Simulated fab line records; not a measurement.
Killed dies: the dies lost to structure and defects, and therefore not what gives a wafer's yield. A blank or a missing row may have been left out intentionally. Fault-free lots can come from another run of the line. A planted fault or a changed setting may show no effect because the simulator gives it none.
fab line records ; flow nand_harc
record lots=5; wafers=15; last_day=22
route steps=1159 shown P_ZERO_WELL@68 P_STI@69 END@1159
lots that met no fault: taken from a fault-free run of the same line
start_h: start of the lot's first displayed wafer, in hours after the record's first day ; wait_h: how many hours have passed since the lot's step before this one ; " the same as in the row above ; L1.1+2: a single row standing in for several wafers ; - no value, or no start given ; * or withheld: withheld ; < > ~ a bound
route shown NAME@n: names a module that has steps shown in the file, with the first one's number in the route ; usual: mean/standard deviation of fault-free wafers ; same: alike in all rows ; chamber/n: place in a boat ; sites: readings site by site ; _std_site: the values' standard deviation ; _edge_site: mean of outer sites minus mean of inner sites ; radius_mm: for every site, how far away it sits from the centre of the wafer ; mask NAME#n: copy n ; behind: the most recent tool/chamber to have shaped the wafer ; hold: what put the lot on hold/how long, in hours/how the hold closed ; device: transistor that didn't switch, given as n, p or np ; end of line: at the end of the route, the tests of the same wafers ; where a step has no rows: the recipe by itself ; killed: at the first sort, the dies lost to defects and structure; wafer yield is something else ; map: dies across one wafer; x = killed, . = not, _ = none there
set.NAME: the setting as run; set.NAME@STEP: as run at that earlier step ; model.NAME: the simulator's own value behind a step, which no gauge read
lots seen at some steps along the route; tables by step, rows by wafer
services: the hour from which a tool's chamber was out of use, counted from the record's first day as start_h (under 0 if before that day), plus the number of hours and why
## steps
# step NHARC_P_ZERO_WELL_INSPECT_43
# usual raw_defect_count=15/7.1
lot.wafer;tool;chamber;start_h;wait_h;raw_defect_count
L812.1;defect_inspect-01;-;43.78;0.6;15
L812.2;defect_inspect-01;-;43.78;0.6;11
L812.4;defect_inspect-01;-;43.78;0.6;16
L817.1;defect_inspect-01;-;73.61;0.6;15
L817.5;defect_inspect-01;-;73.61;0.6;16
L817.6;defect_inspect-01;-;73.61;0.6;13
L818.1;defect_inspect-01;-;79.58;0.6;33
L818.5;defect_inspect-01;-;79.58;0.6;32
L818.6;defect_inspect-01;-;79.58;0.6;36
L819.2;defect_inspect-01;-;85.74;0.5;11
L819.4;defect_inspect-01;-;85.74;0.5;6
L819.6;defect_inspect-01;-;85.74;0.5;15
L823.1;defect_inspect-01;-;109.45;0.6;9
L823.2;defect_inspect-01;-;109.45;0.6;7
L823.6;defect_inspect-01;-;109.45;0.6;11
# step NHARC_P_STI_ETCH_26
# recipe target_depth_a=110; chemistry=dHF; material=SiO2
# step NHARC_P_STI_PRECLEAN_27
# recipe time_s=*; temp_c=50; bath_age_min=0; chemistry=SC1
# step NHARC_P_STI_SRD_28
# step NHARC_P_STI_OXIDE_29
# recipe target_thk_a=100; temp_c=900; ox_time_s=1362; material=SiO2
# step NHARC_P_STI_HM_DEP_30
# recipe target_thk_a=800; temp_c=790; pressure_mtorr=300; time_s=873; material=Si3N4
# step NHARC_P_STI_DEHYDRATE_01
# recipe temp_c=150; time_s=120
# step NHARC_P_STI_HMDS_02
# recipe time_s=30
# step NHARC_P_STI_COAT_41
# recipe temp_c=200; time_s=65
# step NHARC_P_STI_COAT_03
# recipe spin_rpm=2000; resist_thk_nm=600
# step NHARC_P_STI_SOFTBAKE_04
# recipe temp_c=125; time_s=70
# step NHARC_P_STI_EBR_05
# step NHARC_P_STI_EXPOSE_06
# recipe na=0.55; target_cd_nm=200; dose_mj=37.69; mask_id=P_STI
lot.wafer;tool;chamber;start_h;wait_h;mask
L812.1+2+4;krf_scanner-04;0;60.74;-;P_STI#0
L817.1+5+6;krf_scanner-03;0;88.86;-;P_STI#0
L819.2+4+6;krf_scanner-04;0;100.49;-;P_STI#0
L818.1+5+6;krf_scanner-02;0;100.65;-;P_STI#0
L823.1+2+6;krf_scanner-03;0;124.88;-;P_STI_R1#0
# step NHARC_P_STI_PEB_07
# recipe peb_temp_c=128; peb_time_s=80
# step NHARC_P_STI_DEVELOP_08
# recipe time_s=50; dev_temp_c=22
# step NHARC_P_STI_CD_MEAS_09
# recipe target_cd_nm=200; landing_energy_ev=500
# usual cd_nm=201.3/1.6
# same landing_energy_ev=500
lot.wafer;tool;chamber;start_h;wait_h;cd_nm
L812.1;cd_sem-01;0;60.89;-;202.6
L812.2;cd_sem-01;0;60.89;-;202.8
L812.4;cd_sem-01;0;60.89;-;201.3
L817.1;cd_sem-01;0;89.01;-;200.1
L817.5;cd_sem-01;0;89.01;-;201.0
L817.6;cd_sem-01;0;89.01;-;202.9
L819.2;cd_sem-01;0;100.64;-;201.0
L819.4;cd_sem-01;0;100.64;-;202.8
L819.6;cd_sem-01;0;100.64;-;201.8
L818.1;cd_sem-02;0;100.81;-;200.5
L818.5;cd_sem-02;0;100.81;-;201.3
L818.6;cd_sem-02;0;100.81;-;202.1
L823.1;cd_sem-03;0;125.03;-;218.5
L823.2;cd_sem-03;0;125.03;-;221.6
L823.6;cd_sem-03;0;125.03;-;220.1
# step NHARC_P_STI_OVL_MEAS_10
# usual overlay_x_nm=1/4.7; overlay_y_nm=0/5.7
lot.wafer;tool;chamber;start_h;wait_h;overlay_x_nm;overlay_y_nm
L812.1;overlay-01;-;60.98;-;3;-9
L812.2;overlay-01;-;60.98;-;3;-10
L812.4;overlay-01;-;60.98;-;3;-10
L817.1;overlay-01;-;89.10;-;0;-3
L817.5;overlay-01;-;89.10;-;0;-3
L817.6;overlay-01;-;89.10;-;0;-3
L819.2;overlay-01;-;100.73;-;-3;7
L819.4;overlay-01;-;100.73;-;-4;7
L819.6;overlay-01;-;100.73;-;-4;8
L818.1;overlay-02;-;100.90;-;6;9
L818.5;overlay-02;-;100.90;-;6;10
L818.6;overlay-02;-;100.90;-;6;9
L823.1;overlay-01;-;125.12;-;3;-4
L823.2;overlay-01;-;125.12;-;3;-4
L823.6;overlay-01;-;125.12;-;4;-4
# step NHARC_P_STI_INSPECT_11
# usual raw_defect_count=5.5/2.7
lot.wafer;tool;chamber;start_h;wait_h;raw_defect_count
L812.1;defect_inspect-02;-;61.02;0.0;5
L812.2;defect_inspect-02;-;61.02;0.0;5
L812.4;defect_inspect-02;-;61.02;0.0;5
L817.1;defect_inspect-01;-;89.16;0.1;7
L817.5;defect_inspect-01;-;89.16;0.1;6
L817.6;defect_inspect-01;-;89.16;0.1;7
L819.2;defect_inspect-02;-;100.77;0.0;2
L819.4;defect_inspect-02;-;100.77;0.0;7
L819.6;defect_inspect-02;-;100.77;0.0;7
L818.1;defect_inspect-02;-;100.93;0.0;6
L818.5;defect_inspect-02;-;100.93;0.0;7
L818.6;defect_inspect-02;-;100.93;0.0;4
L823.1;defect_inspect-02;-;125.15;0.0;9
L823.2;defect_inspect-02;-;125.15;0.0;5
L823.6;defect_inspect-02;-;125.15;0.0;3
# step NHARC_P_STI_HARDBAKE_13
# recipe temp_c=118; time_s=65
# step NHARC_P_STI_DESCUM_14
# recipe time_s=3; o2_flow_sccm=200; ar_flow_sccm=0; bias_power_w=0; chemistry=O2
# usual chamber_pressure_mTorr=59.99/0.05; drypump_motor_current_A=5.6/0.5; oes_product_au=1.001/0.0077; rf_vpp_V=57.8/0.85; showerhead_plenum_p_Torr=1.94/0.052; throttle_valve_pct=11.311/0.0087
lot.wafer;tool;chamber;start_h;wait_h;chamber_pressure_mTorr;drypump_motor_current_A;oes_product_au;rf_hours_counter_h;rf_vpp_V;showerhead_plenum_p_Torr;throttle_valve_pct;model.P_STI.cd_nm
L812.2;rie_diel-03;2;61.15;-;60.13;5.0;1.006;1.0;57.7;1.93;11.302;202.8
L812.1;rie_diel-03;0;61.15;-;60.01;4.9;0.999;1.2;58.8;1.95;11.309;202
L812.4;rie_diel-03;1;61.15;-;60.02;5.9;0.989;0.9;59.5;1.89;11.307;200.7
L817.1;rie_diel-03;2;89.32;-;60.00;5.0;0.998;2.9;57.6;1.93;11.306;200.3
L817.5;rie_diel-03;0;89.32;-;59.95;4.9;1.001;-;57.7;1.95;11.293;200.9
L817.6;rie_diel-03;1;89.32;-;59.97;5.9;1.007;-;58.2;1.89;11.303;202.8
L819.4;rie_diel-01;3;100.90;-;59.96;6.1;0.996;3.2;56.6;1.81;11.307;202.4
L819.2;rie_diel-01;0;100.90;-;60.05;5.8;1.001;3.1;58.8;1.90;11.312;201
L819.6;rie_diel-01;0;100.90;-;59.87;5.8;0.994;-;58.0;1.90;11.301;201.5
L818.1;rie_diel-03;0;101.09;-;60.02;4.9;0.996;3.9;58.6;1.95;11.315;199.9
L818.5;rie_diel-03;2;101.09;-;60.02;5.0;0.992;-;58.6;1.93;11.300;201
L818.6;rie_diel-03;3;101.09;-;59.97;5.4;1.012;-;57.1;1.93;11.310;201.4
L823.2;rie_diel-03;0;125.30;-;60.04;4.9;0.999;5.0;57.4;1.95;11.298;221.4
L823.1;rie_diel-03;1;125.30;-;60.03;5.9;1.004;5.2;57.8;1.88;11.316;218.5
L823.6;rie_diel-03;3;125.30;-;60.02;5.4;1.015;-;58.4;1.93;11.303;219.8
# step NHARC_P_STI_ETCH_42
# recipe target_depth_a=800; overetch_a=240; time_s=61; ion_energy_ev=200; n2_flow_sccm=150; h2_flow_sccm=150; ar_flow_sccm=0; rf_w=400; bias_w=150; chemistry=N2/H2
# usual chamber_pressure_mTorr=30.001/0.03; drypump_motor_current_A=5.6/0.5; h2_flow_sccm=150.0/0.44; n2_flow_sccm=150.0/0.43; oes_product_au=1.002/0.0082; rf_vpp_V=431.5/1.8; showerhead_plenum_p_Torr=2.08/0.057; throttle_valve_pct=14.170/0.01
lot.wafer;tool;chamber;start_h;wait_h;chamber_pressure_mTorr;drypump_motor_current_A;h2_flow_sccm;n2_flow_sccm;oes_product_au;rf_hours_counter_h;rf_vpp_V;showerhead_plenum_p_Torr;throttle_valve_pct
L812.2;rie_diel-03;0;61.24;0.1;30.010;4.9;150.0;150.6;1.000;1.2;430.9;2.08;14.173
L812.4;rie_diel-03;1;61.24;0.1;29.992;5.9;149.9;150.0;1.004;0.9;429.9;2.01;14.161
L812.1;rie_diel-03;3;61.24;0.1;29.909;5.5;150.6;149.3;1.011;1.4;429.9;2.06;14.179
L817.1;rie_diel-03;2;89.39;0.1;29.985;5.0;149.9;150.4;0.996;2.9;432.6;2.06;14.159
L817.5;rie_diel-03;2;89.39;0.1;30.032;5.0;150.8;150.0;0.999;-;430.8;2.06;14.159
L817.6;rie_diel-03;3;89.39;0.1;29.989;5.5;149.9;149.8;1.022;-;431.2;2.05;14.166
L819.2;rie_diel-01;1;100.99;0.1;30.011;5.6;149.9;149.6;1.008;3.2;433.0;2.10;14.163
L819.4;rie_diel-01;0;100.99;0.1;30.004;5.8;150.0;150.1;1.007;3.1;430.6;2.03;14.189
L819.6;rie_diel-01;1;100.99;0.1;29.984;5.6;150.4;148.8;1.002;-;432.0;2.10;14.179
L818.1;rie_diel-03;3;101.17;0.1;30.051;5.4;149.5;150.3;1.004;3.9;430.7;2.05;14.174
L818.5;rie_diel-03;0;101.17;0.1;30.018;4.9;149.9;150.0;1.012;-;431.3;2.08;14.171
L818.6;rie_diel-03;1;101.17;0.1;29.943;5.9;150.8;149.7;0.999;-;430.7;2.01;14.160
L823.2;rie_diel-03;3;125.38;0.1;29.987;5.5;149.9;150.3;0.998;4.9;430.0;2.05;14.160
L823.1;rie_diel-03;1;125.38;0.1;29.977;5.9;150.0;149.1;1.009;5.2;430.7;2.01;14.172
L823.6;rie_diel-03;2;125.38;0.1;29.987;5.0;149.2;150.3;0.996;-;429.3;2.05;14.177
# step NHARC_P_STI_ETCH_31
# recipe target_depth_a=1089; time_s=54.5; cf4_flow_sccm=100; chf3_flow_sccm=30; ar_flow_sccm=0; rf_w=500; bias_w=200; chemistry=CF4/CHF3
# usual chamber_pressure_mTorr=24.999/0.022; drypump_motor_current_A=5.6/0.48; oes_product_au=0.961/0.016; rf_vpp_V=371.4/1.6; showerhead_plenum_p_Torr=1.60/0.041; throttle_valve_pct=16.803/0.0092
lot.wafer;tool;chamber;start_h;wait_h;chamber_pressure_mTorr;drypump_motor_current_A;oes_product_au;rf_hours_counter_h;rf_vpp_V;showerhead_plenum_p_Torr;throttle_valve_pct
L812.4;rie_diel-03;1;-;-;25.013;5.9;0.971;0.9;368.8;1.55;16.800
L812.1;rie_diel-03;3;-;-;24.981;5.4;0.965;1.4;372.4;1.58;16.812
L812.2;rie_diel-03;0;-;-;24.959;4.9;0.983;1.3;371.8;1.61;16.800
L817.1;rie_diel-03;2;-;-;24.957;5.0;0.972;2.9;370.7;1.59;16.799
L817.5;rie_diel-03;1;-;-;24.983;5.9;0.963;-;369.1;1.55;16.808
L817.6;rie_diel-03;2;-;-;24.984;5.0;0.981;-;371.0;1.58;16.809
L819.2;rie_diel-01;0;-;-;24.998;5.8;0.942;3.1;370.0;1.57;16.809
L819.4;rie_diel-01;2;-;-;25.015;5.8;0.965;3.2;372.8;1.63;16.797
L819.6;rie_diel-01;0;-;-;25.001;5.8;0.951;-;369.1;1.57;16.803
L818.1;rie_diel-03;3;-;-;25.023;5.5;0.961;3.9;370.2;1.58;16.791
L818.5;rie_diel-03;0;-;-;24.998;4.9;0.978;-;372.1;1.61;16.784
L818.6;rie_diel-03;1;-;-;24.989;5.9;0.963;-;368.9;1.55;16.801
L823.2;rie_diel-03;3;-;-;24.997;5.4;0.948;4.9;370.9;1.58;16.810
L823.1;rie_diel-03;0;-;-;24.971;4.9;0.947;5.0;372.0;1.60;16.800
L823.6;rie_diel-03;3;-;-;24.996;5.4;0.941;-;371.1;1.58;16.814
# step NHARC_P_STI_ETCH_15
# recipe target_depth_a=3000; taper_deg=4; time_s=100.1; hbr_flow_sccm=150; cl2_flow_sccm=50; rf_w=400; icp_w=400; bias_w=100; chemistry=HBr/Cl2
# usual chamber_pressure_mTorr=14.999/0.013; drypump_motor_current_A=5.59/0.3; oes_product_au=1.000/0.0074; throttle_valve_pct=26.405/0.0087
lot.wafer;tool;chamber;start_h;wait_h;chamber_pressure_mTorr;drypump_motor_current_A;oes_product_au;rf_hours_counter_h;throttle_valve_pct;model.P_STI.cd_nm
L812.4;rie_si-01;2;61.43;-;14.987;5.71;1.001;0.9;26.417;200.6
L812.2;rie_si-01;0;61.43;-;14.994;5.82;0.999;0.9;26.412;202.1
L812.1;rie_si-01;1;61.43;-;14.999;5.39;0.999;0.9;26.412;201.8
L817.1;rie_si-04;2;89.58;-;14.990;5.94;0.987;1.1;26.396;199.4
L817.5;rie_si-04;2;89.58;-;14.987;5.88;0.994;-;26.424;199.9
L817.6;rie_si-04;3;89.58;-;14.991;6.11;0.985;-;26.426;202.7
L819.2;rie_si-01;1;101.18;-;14.998;5.42;1.001;1.2;26.413;200.5
L819.4;rie_si-01;2;101.18;-;15.008;5.71;1.016;1.2;26.398;201.9
L819.6;rie_si-01;1;101.18;-;14.993;5.42;1.002;-;26.403;200.6
L818.1;rie_si-06;3;101.39;-;15.005;5.50;1.012;0.6;26.407;199.5
L818.6;rie_si-06;1;101.39;-;15.021;5.17;1.010;-;26.403;200.8
L818.5;rie_si-06;2;101.39;-;14.994;6.01;0.999;-;26.414;200.3
L823.2;rie_si-04;3;125.58;-;15.002;6.10;0.986;0.1;26.412;221.1
L823.1;rie_si-04;0;125.58;-;15.000;4.97;1.014;0.1;26.403;219
L823.6;rie_si-04;2;125.58;-;15.001;5.92;0.991;-;26.408;219.1
# step NHARC_P_STI_CD_MEAS_16
# usual cd_nm=200.7/1.7
lot.wafer;tool;chamber;start_h;wait_h;cd_nm
L812.1;cd_sem-03;-;61.59;-;201.4
L812.2;cd_sem-03;-;61.59;-;202.2
L812.4;cd_sem-03;-;61.59;-;200.4
L817.1;cd_sem-02;-;89.74;-;199.4
L817.5;cd_sem-02;-;89.74;-;199.9
L817.6;cd_sem-02;-;89.74;-;202.2
L819.2;cd_sem-03;-;101.35;-;200.4
L819.4;cd_sem-03;-;101.35;-;201.7
L819.6;cd_sem-03;-;101.35;-;200.7
L818.1;cd_sem-03;-;101.52;-;199.9
L818.5;cd_sem-03;-;101.52;-;200.4
L818.6;cd_sem-03;-;101.52;-;200.5
L823.1;cd_sem-02;-;125.72;-;219.3
L823.2;cd_sem-02;-;125.72;-;221.2
L823.6;cd_sem-02;-;125.72;-;218.9
# step NHARC_P_STI_OCD_MEAS_17
# usual trench_depth_nm=300.9/2.7; trench_foot_cd_nm=159.2/1.6
lot.wafer;tool;chamber;start_h;wait_h;trench_depth_nm;trench_foot_cd_nm
L812.1;ocd-01;-;61.68;0.1;301.8;160.2
L812.2;ocd-01;-;61.68;0.1;300.8;161.2
L812.4;ocd-01;-;61.68;0.1;300.1;158.7
L817.1;ocd-01;-;89.83;0.1;296.4;159.2
L817.5;ocd-01;-;89.83;0.1;295.4;159.4
L817.6;ocd-01;-;89.83;0.1;293.7;161.6
L819.2;ocd-01;-;101.43;0.1;304.1;158.7
L819.4;ocd-01;-;101.43;0.1;303.5;160.3
L819.6;ocd-01;-;101.43;0.1;300.9;158.8
L818.1;ocd-02;-;101.61;0.1;306.6;157.9
L818.5;ocd-02;-;101.61;0.1;301.1;159.1
L818.6;ocd-02;-;101.61;0.1;304.7;159.1
L823.1;ocd-01;-;125.81;0.1;304.6;175.4
L823.2;ocd-01;-;125.81;0.1;296.4;180.7
L823.6;ocd-01;-;125.81;0.1;298.8;178.2
# step NHARC_P_STI_STRIP_19
# recipe time_s=900; temp_c=130; chemistry=SPM
# step NHARC_END_SORT_01
# recipe temp_c=25
# usual killed_at_array=29/11; killed_at_other=0.6/0.92; killed_at_periphery=3.2/2; killed_dies=33/11; killed_open=3.2/2; killed_short=1.9/1.5
# same gross_dies=677
lot.wafer;tool;chamber;start_h;wait_h;killed_at_array;killed_at_other;killed_at_periphery;killed_dies;killed_open;killed_short
L823.1;prober-02;0;519.45;2.5;49;0;5;54;5;6
L823.2;prober-02;0;520.25;2.8;38;0;5;43;5;2
L823.6;prober-02;0;523.43;4.0;46;0;2;48;2;0
# killed by level:class
L823.1 A_CHANNEL_HOLE_D1:chamber_film_flake=18 A_SLIT:chamber_film_flake=17 A_STAIRCASE:chamber_film_flake=4 A_CHANNEL_FILL_D1:geometric_particle:short=2 A_M1:geometric_particle:open=2 A_CONTACT:chamber_film_flake=2 P_GATE:geometric_particle:open=1 P_CONTACT:geometric_particle:open=1
L823.2 A_CHANNEL_HOLE_D1:chamber_film_flake=17 A_SLIT:chamber_film_flake=10 A_STAIRCASE:chamber_film_flake=3 A_CONTACT:chamber_film_flake=3 P_GATE:geometric_particle:open=2 P_STI:chamber_film_flake=2 A_SOURCE_PLATE:geometric_particle:short=1 A_ONON_D1:geometric_particle:open=1
L823.6 A_CHANNEL_HOLE_D1:chamber_film_flake=22 A_SLIT:chamber_film_flake=16 A_CONTACT:chamber_film_flake=5 P_STI:chamber_film_flake=2 A_WL_FILL:geometric_particle:open=1 A_M0:geometric_particle:open=1 A_STAIRCASE:chamber_film_flake=1
## services
tool;chamber;start_h;hours;kind
krf_scanner-02;-;38.00;4.0;pm
rie_diel-03;-;38.30;9.0;pm
rie_diel-03;0;38.30;9.0;vent_cycle
rie_diel-03;1;38.30;9.0;vent_cycle
rie_diel-03;2;38.30;9.0;vent_cycle
rie_diel-03;3;38.30;9.0;vent_cycle
rie_diel-03;0;47.30;-;clean
rie_diel-03;1;47.30;-;clean
rie_diel-03;2;47.30;-;clean
rie_diel-03;3;47.30;-;clean
rie_si-01;2;50.21;2.7;repair
rie_diel-01;2;55.27;1.3;repair
rie_diel-03;1;62.83;13.5;repair
rie_diel-03;0;71.80;-;clean
rie_diel-03;2;71.80;-;clean
rie_diel-03;3;71.80;-;clean
rie_si-06;1;73.56;7.3;repair
rie_diel-03;0;96.30;-;clean
rie_diel-03;1;96.30;-;clean
rie_si-04;-;99.00;9.0;pm
krf_scanner-04;-;107.06;0.6;repair
krf_scanner-03;-;115.68;0.6;repair
rie_si-06;1;117.51;3.0;repair
krf_scanner-04;-;117.85;0.8;repair
## key
first_sign step=NHARC_P_STI_EXPOSE_06; reading=mask; direction=changed
effect step=NHARC_P_STI_CD_MEAS_09; reading=cd_nm; direction=up; sigmas=12; usual=201.3; struck=220.0
effect step=NHARC_P_STI_CD_MEAS_16; reading=cd_nm; direction=up; sigmas=11; usual=200.7; struck=219.8
effect step=NHARC_P_STI_OCD_MEAS_17; reading=trench_foot_cd_nm; direction=up; sigmas=12; usual=159.2; struck=178.1
model_effect step=NHARC_P_STI_DESCUM_14; value=P_STI.cd_nm; without=202.3; struck=219.9
model_effect step=NHARC_P_STI_ETCH_15; value=P_STI.cd_nm; without=202.1; struck=219.7
met_at NHARC_P_STI_EXPOSE_06
struck_wafers L823.1,L823.2,L823.6
tester_left_out L823
onset_between 88.86 124.88
fault kind=wrong_mask; tool=any; chamber=-; onset_h=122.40; steps=NHARC_P_STI_EXPOSE_06; aux_copy=P_STI_R1#0; cd_offset_nm=17.626; scope=struck_lots_only
# tester_left_out: of these lots the tester's yield and bins aren't shown, on N5 and GAA mostly nor the transistor test; their killed dies are dies lost to structure and defects alone, not to doping, threshold or leakage, so they don't give the yield
